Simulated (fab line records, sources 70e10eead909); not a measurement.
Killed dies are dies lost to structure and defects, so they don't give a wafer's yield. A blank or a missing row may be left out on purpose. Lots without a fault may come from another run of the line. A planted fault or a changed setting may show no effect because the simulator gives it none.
fab line records | flow nand_harc | part 1 of 2: steps 1 to 16 of 29
record lots=5 wafers=15 last_day=24
route steps=1159 shown A_STAIRCASE@609
lots that met no fault: from a run of the same line without faults
start_h: hours from the record's first day to the start of the lot's first wafer shown | wait_h: hours since the lot's step before | " the same as in the row above | L1.1+2: a row that stands for several wafers | - no value, or no start given | * or withheld: withheld | < > ~ a bound
route shown NAME@n: a module of which the file shows steps, and the number in the route of the first | usual: mean/standard deviation of fault-free wafers | same: alike in all rows | chamber/n: place in a boat | sites: the reading at each site | _std_site: their standard deviation | _edge_site: outer sites' mean less inner sites' | radius_mm: how far each site lies from the wafer's centre | mask NAME#n: copy n | behind: the tool/chamber that last shaped the wafer | hold: why the lot was held/for how many hours/how that ended | device: the transistor (n, p or np) that didn't switch | end of line: the same wafers' tests at the end of the route | a step without rows: its recipe alone | killed: dies lost to structure and defects at the first sort, not the wafer's yield | map: a wafer's dies, x killed, . not, _ none there
set.NAME: the setting as run; set.NAME@STEP: as run at that earlier step | model.NAME: the simulator's own value behind a step, which no gauge read
lots at some steps of the route; a table a step, a row a wafer
services: from which hour (start_h, from the record's first day; less than 0 if before it) a tool's chamber was out of use, for how many hours, and why
## steps
# step NHARC_A_STAIRCASE_PEB_215
# recipe peb_temp_c=115 peb_time_s=130
# columns lot.wafer tool chamber start_h wait_h
L083.3+4+5 litho_track-03 0 291.47 0.1
L085.4+5+6 litho_track-03 0 318.56 0.0
L087.1+3+6 litho_track-05 0 327.89 0.1
L092.1+2+3 litho_track-05 0 346.77 0.1
L097.1+3+5 litho_track-02 0 372.85 0.1
# step NHARC_A_STAIRCASE_DEVELOP_216
# recipe time_s=140
# columns lot.wafer tool chamber start_h wait_h
L083.3+4+5 litho_track-03 0 - -
L085.4+5+6 litho_track-03 0 - -
L087.1+3+6 litho_track-05 0 - -
L092.1+2+3 litho_track-05 0 - -
L097.1+3+5 litho_track-02 0 - -
# step NHARC_A_STAIRCASE_HARDBAKE_218
# recipe temp_c=120 time_s=140
# columns lot.wafer tool chamber start_h wait_h
L083.3+4+5 litho_track-03 0 291.69 -
L085.4+5+6 litho_track-02 0 318.79 -
L087.1+3+6 litho_track-03 0 328.10 -
L092.1+2+3 litho_track-03 0 347.00 -
L097.1+3+5 litho_track-05 0 373.07 -
# step NHARC_A_STAIRCASE_DESCUM_219
# recipe time_s=3 o2_flow_sccm=200 ar_flow_sccm=0 bias_power_w=0 chemistry=O2
# usual drypump_motor_current_A=6.0/0.41 oes_product_au=1.001/0.0096 rf_vpp_V=57.7/0.84 showerhead_plenum_p_Torr=1.88/0.086 throttle_valve_pct=11.311/0.0099
# columns lot.wafer tool chamber start_h wait_h drypump_motor_current_A oes_product_au rf_hours_counter_h rf_vpp_V showerhead_plenum_p_Torr throttle_valve_pct
L083.4 rie_diel-03 0 291.79 - 5.8 0.997 24 58.3 1.90 11.317
L083.3 " 1 " " 6.1 1.005 23 56.7 1.77 11.315
L083.5 " 2 " " 6.3 0.998 - 58.9 1.78 11.320
L085.4 rie_diel-13 3 318.88 - 6.4 0.980 12 58.8 2.07 11.299
L085.5 " 1 " " 6.2 0.994 - 57.5 1.98 11.314
L085.6 " 2 " " 6.0 0.997 - 57.8 1.97 11.316
L087.1 rie_diel-01 1 328.23 - 5.8 0.995 0 57.2 1.85 11.303
L087.3 " 0 " " 6.0 0.989 0 58.0 1.96 11.320
L087.6 " 2 " " 6.2 0.997 - 56.8 1.83 11.318
L092.3 rie_diel-01 1 347.09 - 5.8 1.000 8 58.2 1.85 11.294
L092.2 " 2 " " 6.2 0.999 8 56.7 1.82 11.325
L092.1 " 3 " " 5.2 1.002 8 58.5 1.78 11.319
L097.1 rie_diel-03 3 373.16 - 6.2 1.007 61 57.8 1.89 11.314
L097.3 " 0 " " 5.9 1.004 58 57.2 1.89 11.308
L097.5 " 2 " " 6.3 1.000 - 55.7 1.77 11.299
# step NHARC_A_STAIRCASE_TRIM_220
# recipe time_s=211.2 o2_flow_sccm=500 ar_flow_sccm=0 bias_w=0 chemistry=O2
# usual drypump_motor_current_A=6.0/0.42 oes_product_au=0.999/0.01 rf_vpp_V=57.7/1 showerhead_plenum_p_Torr=3.47/0.15 throttle_valve_pct=17.036/0.0093
# columns lot.wafer tool chamber start_h wait_h drypump_motor_current_A oes_product_au rf_hours_counter_h rf_vpp_V showerhead_plenum_p_Torr throttle_valve_pct
L083.4 rie_diel-03 3 291.86 0.1 6.2 1.010 26 58.2 3.50 17.037
L083.3 " 2 " " 6.3 1.010 24 57.2 3.30 17.033
L083.5 " 3 " " 6.2 0.992 - 56.8 3.50 17.040
L085.4 rie_diel-13 2 318.95 0.1 6.1 0.989 13 59.2 3.62 17.027
L085.5 " 2 " " 6.0 0.969 - 57.8 3.62 17.038
L085.6 " 3 " " 6.4 0.977 - 60.5 3.80 17.056
L087.1 rie_diel-01 2 328.39 0.2 6.2 1.000 1 57.1 3.38 17.039
L087.3 " 3 " " 5.2 1.000 1 56.9 3.29 17.022
L087.6 " 2 " " 6.2 1.000 - 56.4 3.38 17.055
L092.2 rie_diel-01 2 347.17 0.1 6.2 0.995 8 56.7 3.37 17.038
L092.3 " 3 " " 5.2 0.994 8 57.2 3.29 17.035
L092.1 " 1 " " 5.8 1.004 8 57.2 3.41 17.026
L097.3 rie_diel-03 3 373.28 0.1 6.2 1.001 61 57.4 3.49 17.039
L097.1 " 0 " " 5.9 0.994 58 59.1 3.48 17.038
L097.5 " 3 " " 6.2 1.005 - 57.6 3.48 17.041
# step NHARC_A_STAIRCASE_ETCH_221
# recipe target_depth_a=1000 time_s=40.5 ion_energy_ev=400 c4f8_flow_sccm=20 o2_flow_sccm=10 ar_flow_sccm=withheld rf_w=600 bias_w=1000 chemistry=C4F8/O2
# usual oes_product_au=0.939/0.015 rf_fwd_power_W=591.9/2.6 rf_vpp_V=893/5.5
# columns lot.wafer tool chamber start_h wait_h oes_product_au rf_fwd_power_W rf_hours_counter_h rf_vpp_V
L083.3 rie_diel-03 0 - - 0.948 594.0 25 894
L083.4 " 2 " " 0.948 586.9 24 888
L083.5 " 1 " " 0.955 592.8 - 887
L085.4 rie_diel-13 2 - - 0.929 589.0 13 900
L085.6 " 0 " " 0.971 589.1 - 889
L085.5 " 1 " " 0.944 595.8 - 899
L087.1 rie_diel-01 2 - - 0.933 592.5 1 891
L087.3 " 3 " " 0.937 595.9 1 886
L087.6 " 1 " " 0.934 590.5 - 892
L092.3 rie_diel-01 0 - - 0.947 594.8 6 898
L092.1 " 1 " " 0.943 589.6 8 891
L092.2 " 2 " " 0.932 593.9 8 890
L097.3 rie_diel-03 0 - - 0.931 593.9 58 895
L097.1 " 2 " " 0.940 590.7 60 887
L097.5 " 2 " " 0.936 593.9 - 888
# step NHARC_A_STAIRCASE_TRIM_222
# recipe time_s=211.2 o2_flow_sccm=500 ar_flow_sccm=0 bias_w=0 chemistry=O2
# usual drypump_motor_current_A=6.0/0.4 oes_product_au=1.001/0.01 rf_vpp_V=57.6/0.85 showerhead_plenum_p_Torr=3.47/0.15 throttle_valve_pct=17.035/0.0087
# columns lot.wafer tool chamber start_h wait_h drypump_motor_current_A oes_product_au rf_hours_counter_h rf_vpp_V showerhead_plenum_p_Torr throttle_valve_pct
L083.4 rie_diel-03 3 - - 6.2 1.007 26 58.0 3.50 17.032
L083.3 " 0 " " 5.8 0.997 25 58.9 3.50 17.054
L083.5 " 3 " " 6.2 1.004 - 56.9 3.50 17.040
L085.4 rie_diel-13 3 - - 6.4 0.991 12 58.5 3.80 17.036
L085.5 " 3 " " 6.4 0.983 - 59.0 3.80 17.029
L085.6 " 0 " " 5.0 1.013 - 55.9 3.34 17.024
L087.1 rie_diel-01 1 - - 5.8 0.996 1 58.9 3.42 17.040
L087.3 " 3 " " 5.2 1.000 1 56.1 3.29 17.040
L087.6 " 2 " " 6.2 1.001 - 56.0 3.38 17.028
L092.3 rie_diel-01 1 - - 5.8 0.999 8 58.0 3.41 17.024
L092.2 " 2 " " 6.2 1.004 8 58.8 3.37 17.029
L092.1 " 3 " " 5.2 1.004 8 56.7 3.29 17.030
L097.1 rie_diel-03 2 - - 6.3 1.005 60 57.8 3.28 17.035
L097.3 " 3 " " 6.2 1.009 61 56.9 3.49 17.018
L097.5 " 3 " " 6.2 1.008 - 55.7 3.49 17.035
# step NHARC_A_STAIRCASE_ETCH_223
# recipe target_depth_a=1000 time_s=40.5 ion_energy_ev=400 c4f8_flow_sccm=20 o2_flow_sccm=10 ar_flow_sccm=withheld rf_w=600 bias_w=1000 chemistry=C4F8/O2
# usual oes_product_au=0.940/0.013 rf_fwd_power_W=591.7/2.6 rf_vpp_V=894/5.6
# columns lot.wafer tool chamber start_h wait_h oes_product_au rf_fwd_power_W rf_hours_counter_h rf_vpp_V
L083.3 rie_diel-03 3 - - 0.939 590.5 26 895
L083.4 " 0 " " 0.950 594.3 25 895
L083.5 " 3 " " 0.941 593.0 - 896
L085.4 rie_diel-13 2 - - 0.938 589.1 13 899
L085.5 " 3 " " 0.928 591.3 - 908
L085.6 " 0 " " 0.970 588.2 - 890
L087.3 rie_diel-01 1 - - 0.921 591.7 1 892
L087.1 " 3 " " 0.937 593.5 1 887
L087.6 " 0 " " 0.929 591.3 - 899
L092.2 rie_diel-01 2 - - 0.940 590.8 8 890
L092.3 " 3 " " 0.953 596.1 8 888
L092.1 " 0 " " 0.928 596.5 7 901
L097.3 rie_diel-03 2 - - 0.948 591.1 60 887
L097.1 " 0 " " 0.937 593.8 59 893
L097.5 " 3 " " 0.936 593.6 - 894
# step NHARC_A_STAIRCASE_TRIM_224
# recipe time_s=211.2 o2_flow_sccm=500 ar_flow_sccm=0 bias_w=0 chemistry=O2
# usual drypump_motor_current_A=6.0/0.4 oes_product_au=1.000/0.0096 rf_vpp_V=57.6/0.89 showerhead_plenum_p_Torr=3.47/0.15 throttle_valve_pct=17.036/0.0094
# columns lot.wafer tool chamber start_h wait_h drypump_motor_current_A oes_product_au rf_hours_counter_h rf_vpp_V showerhead_plenum_p_Torr throttle_valve_pct
L083.4 rie_diel-03 2 - - 6.3 1.012 24 56.6 3.30 17.030
L083.3 " 0 " " 5.8 1.001 25 56.3 3.50 17.028
L083.5 " 2 " " 6.3 1.010 - 58.0 3.30 17.038
L085.4 rie_diel-13 0 - - 5.0 1.024 14 55.9 3.34 17.034
L085.5 " 1 " " 6.3 1.000 - 57.9 3.64 17.029
L085.6 " 2 " " 6.1 0.977 - 58.5 3.62 17.031
L087.1 rie_diel-01 0 - - 6.1 0.993 1 57.0 3.61 17.033
L087.3 " 3 " " 5.2 0.998 1 56.5 3.29 17.032
L087.6 " 1 " " 5.8 0.992 - 57.4 3.42 17.056
L092.2 rie_diel-01 2 - - 6.2 0.994 8 57.6 3.37 17.034
L092.3 " 3 " " 5.2 0.995 8 56.9 3.29 17.031
L092.1 " 1 " " 5.8 1.003 8 57.5 3.41 17.028
L097.3 rie_diel-03 0 - - 5.9 0.983 59 57.8 3.48 17.025
L097.1 " 3 " " 6.2 1.007 61 56.7 3.49 17.044
L097.5 " 0 " " 5.9 0.994 - 57.3 3.48 17.039
# step NHARC_A_STAIRCASE_ETCH_225
# recipe target_depth_a=1000 time_s=40.5 ion_energy_ev=400 c4f8_flow_sccm=20 o2_flow_sccm=10 ar_flow_sccm=withheld rf_w=600 bias_w=1000 chemistry=C4F8/O2
# usual oes_product_au=0.942/0.013 rf_fwd_power_W=591.7/2.5 rf_vpp_V=894/5.4
# columns lot.wafer tool chamber start_h wait_h oes_product_au rf_fwd_power_W rf_hours_counter_h rf_vpp_V
L083.4 rie_diel-03 0 - - 0.954 591.2 25 897
L083.3 " 2 " " 0.942 590.4 24 886
L083.5 " 0 " " 0.951 595.0 - 893
L085.4 rie_diel-13 3 - - 0.928 591.0 14 906
L085.5 " 0 " " 0.958 589.4 - 890
L085.6 " 1 " " 0.951 595.2 - 898
L087.3 rie_diel-01 3 - - 0.935 597.3 1 888
L087.1 " 0 " " 0.933 590.8 1 898
L087.6 " 3 " " 0.937 592.7 - 887
L092.2 rie_diel-01 3 - - 0.942 593.3 8 887
L092.3 " 0 " " 0.928 594.1 7 901
L092.1 " 1 " " 0.952 592.5 8 893
L097.3 rie_diel-03 0 - - 0.947 592.1 59 895
L097.1 " 2 " " 0.953 591.6 60 886
L097.5 " 2 " " 0.951 591.0 - 887
# step NHARC_A_STAIRCASE_TRIM_226
# recipe time_s=211.2 o2_flow_sccm=500 ar_flow_sccm=0 bias_w=0 chemistry=O2
# usual drypump_motor_current_A=6.0/0.4 oes_product_au=1.000/0.011 rf_vpp_V=57.7/0.84 showerhead_plenum_p_Torr=3.46/0.15 throttle_valve_pct=17.038/0.0099
# columns lot.wafer tool chamber start_h wait_h drypump_motor_current_A oes_product_au rf_hours_counter_h rf_vpp_V showerhead_plenum_p_Torr throttle_valve_pct
L083.4 rie_diel-03 2 - - 6.3 1.007 24 57.0 3.30 17.038
L083.3 " 3 " " 6.2 1.004 26 56.7 3.50 17.048
L083.5 " 1 " " 6.1 1.010 - 57.4 3.28 17.038
L085.4 rie_diel-13 3 - - 6.4 0.967 14 58.8 3.80 17.034
L085.5 " 1 " " 6.2 0.988 - 58.1 3.64 17.020
L085.6 " 2 " " 6.0 0.980 - 58.4 3.62 17.051
L087.3 rie_diel-01 0 - - 6.1 1.001 1 57.4 3.61 17.026
L087.1 " 1 " " 5.9 0.993 1 57.3 3.42 17.043
L087.6 " 3 " " 5.2 1.005 - 58.1 3.29 17.037
L092.3 rie_diel-01 0 - - 6.1 0.985 7 58.2 3.61 17.033
L092.1 " 1 " " 5.8 1.005 8 58.3 3.41 17.031
L092.2 " 2 " " 6.2 0.994 8 58.2 3.37 17.027
L097.3 rie_diel-03 0 - - 5.9 1.009 59 57.1 3.48 17.044
L097.1 " 2 " " 6.3 1.008 60 58.5 3.28 17.031
L097.5 " 2 " " 6.3 1.004 - 57.1 3.28 17.040
# step NHARC_A_STAIRCASE_ETCH_227
# recipe target_depth_a=1000 time_s=40.5 ion_energy_ev=400 c4f8_flow_sccm=20 o2_flow_sccm=10 ar_flow_sccm=withheld rf_w=600 bias_w=1000 chemistry=C4F8/O2
# usual oes_product_au=0.941/0.013 rf_fwd_power_W=592.1/2.4 rf_vpp_V=894/5.7
# columns lot.wafer tool chamber start_h wait_h oes_product_au rf_fwd_power_W rf_hours_counter_h rf_vpp_V
L083.4 rie_diel-03 3 - - 0.951 591.4 26 895
L083.3 " 1 " " 0.947 596.2 23 887
L083.5 " 3 " " 0.960 592.4 - 895
L085.4 rie_diel-13 2 - - 0.914 590.5 14 900
L085.6 " 2 " " 0.926 589.3 - 899
L085.5 " 3 " " 0.928 592.6 - 907
L087.3 rie_diel-01 3 - - 0.938 593.9 1 887
L087.1 " 0 " " 0.929 595.5 1 901
L087.6 " 3 " " 0.944 595.7 - 887
L092.1 rie_diel-01 1 - - 0.922 591.3 9 892
L092.3 " 2 " " 0.927 587.8 8 889
L092.2 " 3 " " 0.927 594.8 8 886
L097.3 rie_diel-03 3 - - 0.943 590.8 61 895
L097.1 " 0 " " 0.929 594.3 59 894
L097.5 " 3 " " 0.941 591.4 - 893
# step NHARC_A_STAIRCASE_TRIM_229
# recipe time_s=211.2 o2_flow_sccm=500 ar_flow_sccm=0 bias_w=0 chemistry=O2
# usual drypump_motor_current_A=6.0/0.46 oes_product_au=1.001/0.012 rf_vpp_V=57.7/0.93 showerhead_plenum_p_Torr=3.50/0.17 throttle_valve_pct=17.038/0.009
# columns lot.wafer tool chamber start_h wait_h drypump_motor_current_A oes_product_au rf_hours_counter_h rf_vpp_V showerhead_plenum_p_Torr throttle_valve_pct
L083.3 rie_diel-13 0 292.90 0.1 5.0 1.024 3 56.9 3.35 17.031
L083.4 " 2 " " 6.0 0.988 3 58.6 3.62 17.036
L083.5 " 3 " " 6.4 0.984 - 59.1 3.81 17.033
L085.4 rie_diel-13 1 321.39 0.1 6.2 1.004 15 57.1 3.64 17.040
L085.6 " 2 " " 6.1 1.008 - 56.4 3.62 17.044
L085.5 " 3 " " 6.4 0.986 - 59.6 3.80 17.040
L087.1 rie_diel-03 2 329.46 0.1 6.3 1.011 41 56.9 3.29 17.040
L087.3 " 3 " " 6.2 1.012 41 59.0 3.50 17.030
L087.6 " 0 " " 5.9 1.008 - 58.2 3.49 17.040
L092.2 rie_diel-13 1 348.68 0.1 6.3 1.004 25 57.5 3.63 17.058
L092.1 " 2 " " 6.1 0.997 24 57.6 3.61 17.044
L092.3 " 0 " " 5.0 1.023 26 57.5 3.34 17.067
L097.3 rie_diel-03 2 374.53 0.1 6.3 1.011 60 56.5 3.28 17.044
L097.1 " 3 " " 6.2 1.005 61 57.4 3.48 17.030
L097.5 " 0 " " 5.8 1.001 - 58.1 3.48 17.040
# step NHARC_A_STAIRCASE_ETCH_230
# recipe target_depth_a=1000 time_s=40.5 ion_energy_ev=400 c4f8_flow_sccm=20 o2_flow_sccm=10 ar_flow_sccm=withheld rf_w=600 bias_w=1000 chemistry=C4F8/O2
# usual oes_product_au=0.944/0.018 rf_fwd_power_W=591.4/2.1 rf_vpp_V=895/6.2
# columns lot.wafer tool chamber start_h wait_h oes_product_au rf_fwd_power_W rf_hours_counter_h rf_vpp_V
L083.4 rie_diel-13 0 - - 0.979 590.6 3 891
L083.3 " 1 " " 0.978 592.1 3 900
L083.5 " 2 " " 0.979 592.6 - 900
L085.4 rie_diel-13 2 - - 0.940 590.8 14 900
L085.6 " 1 " " 0.941 596.2 - 900
L085.5 " 2 " " 0.938 591.9 - 899
L087.3 rie_diel-03 0 - - 0.943 595.6 39 896
L087.1 " 2 " " 0.938 589.0 42 887
L087.6 " 0 " " 0.939 592.9 - 894
L092.3 rie_diel-13 0 - - 0.987 587.9 26 890
L092.2 " 1 " " 0.959 592.0 26 898
L092.1 " 3 " " 0.969 588.0 25 905
L097.1 rie_diel-03 3 - - 0.950 587.9 61 893
L097.3 " 0 " " 0.939 594.0 59 895
L097.5 " 0 " " 0.939 594.3 - 894
# step NHARC_A_STAIRCASE_TRIM_231
# recipe time_s=211.2 o2_flow_sccm=500 ar_flow_sccm=0 bias_w=0 chemistry=O2
# usual drypump_motor_current_A=5.9/0.47 oes_product_au=1.001/0.01 rf_vpp_V=57.8/1 showerhead_plenum_p_Torr=3.50/0.17 throttle_valve_pct=17.037/0.0096
# columns lot.wafer tool chamber start_h wait_h drypump_motor_current_A oes_product_au rf_hours_counter_h rf_vpp_V showerhead_plenum_p_Torr throttle_valve_pct
L083.3 rie_diel-13 1 - - 6.3 0.998 3 58.0 3.64 17.040
L083.4 " 2 " " 6.1 1.001 3 57.5 3.62 17.038
L083.5 " 2 " " 6.0 1.003 - 57.4 3.62 17.045
L085.4 rie_diel-13 1 - - 6.3 0.999 15 58.3 3.64 17.031
L085.6 " 3 " " 6.4 0.985 - 58.3 3.80 17.042
L085.5 " 0 " " 5.0 1.011 - 57.0 3.34 17.029
L087.1 rie_diel-03 2 - - 6.3 1.004 42 57.2 3.29 17.062
L087.3 " 3 " " 6.2 1.002 41 57.0 3.50 17.045
L087.6 " 3 " " 6.2 1.001 - 57.5 3.50 17.017
L092.2 rie_diel-13 0 - - 5.0 1.007 26 57.9 3.34 17.030
L092.1 " 2 " " 6.1 0.992 25 58.9 3.61 17.030
L092.3 " 3 " " 6.4 0.980 25 58.0 3.79 17.028
L097.1 rie_diel-03 0 - - 5.8 1.004 59 58.3 3.48 17.040
L097.3 " 3 " " 6.2 1.014 61 60.0 3.48 17.034
L097.5 " 3 " " 6.2 1.015 - 58.4 3.48 17.033
# step NHARC_A_STAIRCASE_ETCH_232
# recipe target_depth_a=1000 time_s=40.5 ion_energy_ev=400 c4f8_flow_sccm=20 o2_flow_sccm=10 ar_flow_sccm=withheld rf_w=600 bias_w=1000 chemistry=C4F8/O2
# usual oes_product_au=0.943/0.013 rf_fwd_power_W=591.4/2.4 rf_vpp_V=895/6
# columns lot.wafer tool chamber start_h wait_h oes_product_au rf_fwd_power_W rf_hours_counter_h rf_vpp_V
L083.3 rie_diel-13 3 - - 0.944 590.5 3 905
L083.4 " 0 " " 0.970 589.0 3 889
L083.5 " 2 " " 0.948 590.5 - 900
L085.4 rie_diel-13 2 - - 0.941 590.2 14 900
L085.5 " 0 " " 0.945 588.1 - 889
L085.6 " 1 " " 0.946 592.6 - 900
L087.3 rie_diel-03 0 - - 0.942 589.5 39 895
L087.1 " 2 " " 0.940 591.4 42 888
L087.6 " 2 " " 0.938 592.0 - 887
L092.1 rie_diel-13 3 - - 0.965 591.1 25 906
L092.2 " 0 " " 0.971 588.6 26 890
L092.3 " 1 " " 0.960 590.9 26 900
L097.1 rie_diel-03 0 - - 0.941 595.0 59 895
L097.3 " 2 " " 0.935 592.8 60 887
L097.5 " 3 " " 0.934 591.1 - 895
